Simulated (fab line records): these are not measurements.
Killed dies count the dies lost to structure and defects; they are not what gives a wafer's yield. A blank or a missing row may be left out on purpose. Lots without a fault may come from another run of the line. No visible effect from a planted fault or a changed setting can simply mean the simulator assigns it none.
Chamber matching	flow nandHarc	NHARC_A_STAIRCASE_STRIP_296 on wetBench-01 has 7 sister chambers
The step strips in SPM, time 900 s. 7 wafers are shown with their chamber, then 7 later ones without.

== WAFERS, EACH WITH ITS CHAMBER ==
wafer	chamber	bathGuardTempC (C)
L279.3	4	130.9
L279.5	2	129.0
L291.2	0	129.4
L293.1	7	130.2
L293.2	3	129.8
L299.3	6	129.5
L299.4	1	130.2

== WAFERS MISSING THEIR CHAMBER ==
wafer	bathGuardTempC (C)
L299.6	130.7
L300.1	130.0
L300.4	130.6
L300.5	129.8
L302.3	130.7
L302.4	129.8
L302.6	129.9

== WHICH CHAMBER EACH WENT THROUGH ==
wafer	from the rows above	in truth
L299.6	can't be placed: 4 or 1 or 7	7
L300.1	can't be placed: 1 or 3 or 7 or 6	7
L300.4	can't be placed: 4 or 1 or 7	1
L300.5	can't be placed: 3 or 6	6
L302.3	can't be placed: 4 or 1 or 7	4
L302.4	can't be placed: 3 or 6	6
L302.6	can't be placed: 3 or 1 or 7 or 6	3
Correct placement for 0 of the 7. Can't be placed from these rows: 7 (the true chamber is among the candidates in 7). Wrongly placed: 0.
How it was worked out, from the rows above alone: a wafer's distance from a chamber is the root of the sum, over the readings, of the square of ((its reading less the chamber's mean) divided by the reading's scatter). The wafer belongs to the nearest chamber; if the next one is less than 2 further off, it can't be placed. Each chamber's mean is taken over the wafers shown for it. The scatter: root of mean squared gap, hidden wafer to nearest shown wafer, with one shown wafer a chamber.
